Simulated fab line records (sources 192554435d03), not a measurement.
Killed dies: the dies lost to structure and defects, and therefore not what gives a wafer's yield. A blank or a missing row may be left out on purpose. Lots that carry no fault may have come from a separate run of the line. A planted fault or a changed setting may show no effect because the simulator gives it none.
Which tool is to blame? / flow n5Finfet / 11 lots, 33 wafers sampled, at 6 steps of a route of 1938

WHAT THE GAUGES SHOWED, per wafer
N5_BEOL_M13_THK_MEAS_50: measures by xrf.
lot=L077; measured=day 11 10:42; on=filmMetro-01; M13_THK (nm)=404 423 411
lot=L075; measured=day 11 23:18; on=filmMetro-02; M13_THK (nm)=407 407 404
lot=L079; measured=day 12 04:41; on=filmMetro-02; M13_THK (nm)=423 414 429
lot=L081; measured=day 12 14:17; on=filmMetro-02; M13_THK (nm)=403 417 407
lot=L085; measured=day 13 13:14; on=filmMetro-01; M13_THK (nm)=411 418 417
lot=L087; measured=day 14 12:48; on=filmMetro-01; M13_THK (nm)=409 415 413
lot=L084; measured=day 14 16:28; on=filmMetro-02; M13_THK (nm)=417 420 416
lot=L089; measured=day 14 17:17; on=filmMetro-02; M13_THK (nm)=410 406 420
lot=L092; measured=day 16 00:17; on=filmMetro-02; M13_THK (nm)=419 417 415
lot=L094; measured=day 16 06:25; on=filmMetro-01; M13_THK (nm)=412 414 406
lot=L095; measured=day 16 10:10; on=filmMetro-02; M13_THK (nm)=410 420 410

WHAT TOOL EACH LOT RAN ON (gives the tool, then ch and the chambers of the sampled wafers, and finally the start)
lot=L077; N5_BEOL_M11_DEP_56=pecvd-04 ch 0,2, day 10 23:07; N5_BEOL_M12_DESCUM_15=rieDiel-02 ch 1,2, day 11 00:20; N5_BEOL_M12_ETCH_67=rieDiel-02 ch 0,3, day 11 01:59; N5_BEOL_M13_ETCH_68=rieDiel-03 ch 0,1,2, day 11 08:39; N5_BEOL_M13_SPUTTER_44=pvdSputter-01, day 11 09:45
lot=L075; N5_BEOL_M11_DEP_56=pecvd-03 ch 0,1,2, day 11 07:22; N5_BEOL_M12_DESCUM_15=rieDiel-04 ch 1,2,3, day 11 08:22; N5_BEOL_M12_ETCH_67=rieDiel-02 ch 0,1,3, day 11 09:46; N5_BEOL_M13_ETCH_68=rieDiel-03 ch 1,2, day 11 16:22; N5_BEOL_M13_SPUTTER_44=pvdSputter-02, day 11 22:21
lot=L079; N5_BEOL_M11_DEP_56=pecvd-04 ch 0,2, day 11 17:22; N5_BEOL_M12_DESCUM_15=rieDiel-05 ch 0,1,2, day 11 18:01; N5_BEOL_M12_ETCH_67=rieDiel-05 ch 0,3, day 11 19:05; N5_BEOL_M13_ETCH_68=rieDiel-03 ch 0,1,3, day 12 01:41; N5_BEOL_M13_SPUTTER_44=pvdSputter-01, day 12 03:31
lot=L081; N5_BEOL_M11_DEP_56=pecvd-03 ch 1,2, day 12 00:45; N5_BEOL_M12_DESCUM_15=rieDiel-02 ch 1,2, day 12 01:24; N5_BEOL_M12_ETCH_67=rieDiel-02 ch 0,2,3, day 12 03:08; N5_BEOL_M13_ETCH_68=rieDiel-01 ch 0,2,3, day 12 11:06; N5_BEOL_M13_SPUTTER_44=pvdSputter-01, day 12 13:20
lot=L085; N5_BEOL_M11_DEP_56=pecvd-03 ch 1,2, day 13 03:46; N5_BEOL_M12_DESCUM_15=rieDiel-04 ch 0,3, day 13 04:32; N5_BEOL_M12_ETCH_67=rieDiel-05 ch 0,1,3, day 13 05:35; N5_BEOL_M13_ETCH_68=rieDiel-06 ch 1,2,3, day 13 09:50; N5_BEOL_M13_SPUTTER_44=pvdSputter-02, day 13 12:17
lot=L087; N5_BEOL_M11_DEP_56=pecvd-01 ch 0,2, day 14 03:08; N5_BEOL_M12_DESCUM_15=rieDiel-04 ch 0,1,2, day 14 03:56; N5_BEOL_M12_ETCH_67=rieDiel-05 ch 2,3, day 14 04:52; N5_BEOL_M13_ETCH_68=rieDiel-06 ch 1,2,3, day 14 10:32; N5_BEOL_M13_SPUTTER_44=pvdSputter-03, day 14 11:40
lot=L084; N5_BEOL_M11_DEP_56=pecvd-01 ch 0,2, day 14 03:22; N5_BEOL_M12_DESCUM_15=rieDiel-04 ch 0,1, day 14 04:11; N5_BEOL_M12_ETCH_67=rieDiel-02 ch 0,2, day 14 05:13; N5_BEOL_M13_ETCH_68=rieDiel-03 ch 0,3, day 14 14:08; N5_BEOL_M13_SPUTTER_44=pvdSputter-03, day 14 15:29
lot=L089; N5_BEOL_M11_DEP_56=pecvd-03 ch 0,1,2, day 14 04:50; N5_BEOL_M12_DESCUM_15=rieDiel-02 ch 0,2, day 14 05:40; N5_BEOL_M12_ETCH_67=rieDiel-05 ch 1,2,3, day 14 06:36; N5_BEOL_M13_ETCH_68=rieDiel-03 ch 0,1,2, day 14 14:43; N5_BEOL_M13_SPUTTER_44=pvdSputter-03, day 14 16:19
lot=L092; N5_BEOL_M11_DEP_56=pecvd-01 ch 0,1, day 15 05:07; N5_BEOL_M12_DESCUM_15=rieDiel-05 ch 0,1,3, day 15 05:53; N5_BEOL_M12_ETCH_67=rieDiel-02 ch 0,3, day 15 07:08; N5_BEOL_M13_ETCH_68=rieDiel-06 ch 1,2, day 15 20:22; N5_BEOL_M13_SPUTTER_44=pvdSputter-02, day 15 23:17
lot=L094; N5_BEOL_M11_DEP_56=pecvd-01 ch 0,1,2, day 15 20:10; N5_BEOL_M12_DESCUM_15=rieDiel-05 ch 0,1,3, day 15 20:49; N5_BEOL_M12_ETCH_67=rieDiel-02 ch 0,1,3, day 15 21:49; N5_BEOL_M13_ETCH_68=rieDiel-03 ch 2,3, day 16 02:01; N5_BEOL_M13_SPUTTER_44=pvdSputter-03, day 16 05:24
lot=L095; N5_BEOL_M11_DEP_56=pecvd-04 ch 0,1, day 15 23:26; N5_BEOL_M12_DESCUM_15=rieDiel-05 ch 0,1,3, day 16 00:13; N5_BEOL_M12_ETCH_67=rieDiel-02 ch 0,1,3, day 16 01:10; N5_BEOL_M13_ETCH_68=rieDiel-06 ch 0,1,3, day 16 06:51; N5_BEOL_M13_SPUTTER_44=pvdSputter-02, day 16 09:07
- N5_BEOL_M11_DEP_56: deposits SiCN from 3MS/NH3, target thk 30 nm, time 10.5 s.
- N5_BEOL_M12_DESCUM_15: chemistry O2, time 7.9 s.
- N5_BEOL_M12_ETCH_67: etches SiARC in CF4, target depth 143 nm, time 238.3 s.
- N5_BEOL_M13_ETCH_68: etches SOC in N2/H2, time 355 s.
- N5_BEOL_M13_SPUTTER_44: material Ta, target thk 10 nm, time 16.13 s.

THE ANSWER, worked out from the rows above alone
Rule: the lots themselves supply what counts as usual. Put in order of their means at a reading, lots are off if they are a third of the lots or fewer, leave a main group of 4 or more, and stand apart from it by a gap of 3 or more times the standard deviation of the main group's means; of several such gaps the widest counts. Not used: any main group whose means are identical at the precision the tables above print for the reading. Also off: a lot with no number at a reading for which 4 or more lots have one. The other lots that the step has rows for count as sound.
No lot is off at any reading shown: from this, nothing can be told.

WHAT WAS PUT IN BY THE SIMULATOR
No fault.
